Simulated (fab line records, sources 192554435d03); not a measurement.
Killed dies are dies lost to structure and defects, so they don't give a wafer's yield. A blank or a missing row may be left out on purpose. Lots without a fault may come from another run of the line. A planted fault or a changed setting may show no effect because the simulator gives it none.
Split-lot experiment | flow n5_finfet | 7 lots, 21 wafers read, on a route of 1938 steps

THE SPLIT
At N5_MOL_CONTACT_COAG_COAT_76 (time 60 s, resist thk 10 nm), the setting spin_rpm was moved away from the recipe's 1500 rpm on 8 of the 21 wafers read, by -6.3% to +4.9%. The other wafers ran this setting at the recipe's value.

FROM THE SPLIT TO THE READING: what the file shows between them, 4 steps
- N5_MOL_CONTACT_COAG_COAT_77: time 60 s, resist thk 10 nm
- N5_MOL_CONTACT_COAG_COAT_78: resist thk 40 nm
- N5_MOL_CONTACT_COAG_DESCUM_88: chemistry O2, time 7 s
- N5_MOL_CONTACT_COAG_ETCH_89: etches underlayer in N2/H2, target depth 13 nm, time 10.4 s

THE READING
etch.depth_nm (the simulator's own value, which no gauge read), in nm, at N5_MOL_CONTACT_COAG_ETCH_90 (etches SiARC in CF4, target depth 13 nm, time 21.7 s). The file gives no usual value for it. The 13 wafers here that ran the recipe average 10.017 nm, standard deviation 0.02 nm.

wafer  | tool, chamber at the split | spin_rpm as run, rpm | against the recipe | etch.depth_nm, nm | against lot-mates on the recipe
L075.1 | litho_track-03, 0          | 1550                 | +3.3%              | 9.849             | -0.171
L075.4 | litho_track-03, 0          | 1500                 | recipe             | 10.02             | -
L075.5 | litho_track-03, 0          | 1500                 | recipe             | 10.02             | -
L079.4 | litho_track-02, 0          | 1552                 | +3.5%              | 9.82              | no lot-mate on the recipe
L079.5 | litho_track-02, 0          | 1552                 | +3.5%              | 9.804             | no lot-mate on the recipe
L079.6 | litho_track-02, 0          | 1552                 | +3.5%              | 9.799             | no lot-mate on the recipe
L085.2 | litho_track-03, 0          | 1500                 | recipe             | 10.01             | -
L085.3 | litho_track-03, 0          | 1500                 | recipe             | 9.996             | -
L085.6 | litho_track-03, 0          | 1500                 | recipe             | 10                | -
L092.2 | litho_track-02, 0          | 1570                 | +4.7%              | 9.797             | -0.243
L092.3 | litho_track-02, 0          | 1500                 | recipe             | 10.04             | -
L092.4 | litho_track-02, 0          | 1570                 | +4.7%              | 9.8               | -0.240
L093.4 | litho_track-04, 0          | 1500                 | recipe             | 10.03             | -
L093.5 | litho_track-04, 0          | 1500                 | recipe             | 10.05             | -
L093.6 | litho_track-04, 0          | 1574                 | +4.9%              | 9.793             | -0.247
L095.1 | litho_track-04, 0          | 1500                 | recipe             | 10                | -
L095.4 | litho_track-04, 0          | 1500                 | recipe             | 9.981             | -
L095.5 | litho_track-04, 0          | 1500                 | recipe             | 10.01             | -
L097.2 | litho_track-03, 0          | 1500                 | recipe             | 10.05             | -
L097.3 | litho_track-03, 0          | 1405                 | -6.3%              | 10.39             | +0.355
L097.5 | litho_track-03, 0          | 1500                 | recipe             | 10.02             | -

THE FIT
A straight line over all 21 wafers: etch.depth_nm changes by -0.0537 nm for each +1% of spin_rpm; r = -0.98; the points scatter about the line by 0.025 nm.
The same after taking each lot's own level away (the mean of its wafers on the recipe; 18 wafers): -0.0531 nm for each +1%; r = -1.00; scatter 0.01 nm.
On that fit, the largest move of spin_rpm shifts the reading by 0.34 nm.
The lots' own levels span 9.9970 to 10.0400 nm, that is 2.1 times the standard deviation above.
So the lot-to-lot level changes the slope little: the two slopes agree.
Check: with one of the wafers moved furthest among these (-6.3%) left out of the fit, the line predicts +0.324 nm for it against its lot-mates. It came out at +0.355 nm against them.

OTHER SPLITS ON THESE WAFERS
These wafers also went through other splits before the reading. Each is held against what the fit with the lots' levels taken away leaves over:
other split on the same wafers        | wafers away from the commonest value | r with etch.depth_nm (lot level and that fit taken away)
N5_SD_EPI_P_PEB_07 peb_time_s         | 11                                   | -0.02
N5_HKMG_FIN_EXPOSE_46 dose_mj         | 8                                    | -0.25
N5_HKMG_FIN_ETCH_54 cf4_flow_sccm     | 8                                    | +0.17
N5_HKMG_FIN_ETCH_58 source_w          | 5                                    | +0.05
N5_GATE_CUT_ETCH_58 time_s            | 5                                    | -0.01
N5_MOL_CONTACT_COAG_ALD_27 ald_cycles | 6                                    | +0.08

THE WHOLE CHAIN: every reading that the file lists as answering this split, in the file's order
step                        | what it does                                         | reading                                                        | change (the file's fit)                | r (the file's)
N5_MOL_CONTACT_COAG_ETCH_90 | etches SiARC in CF4, target depth 13 nm, time 21.7 s | etch_rf_on_time_s                                              | withheld for each +1% of the setting   | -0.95
N5_MOL_CONTACT_COAG_ETCH_90 | etches SiARC in CF4, target depth 13 nm, time 21.7 s | etch.depth_nm (the simulator's own value, which no gauge read) | -0.0524 nm for each +1% of the setting | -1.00

THE FILE'S OWN FIT
etch.depth_nm changes by -0.0524 nm for each +1% of spin_rpm, r = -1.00.
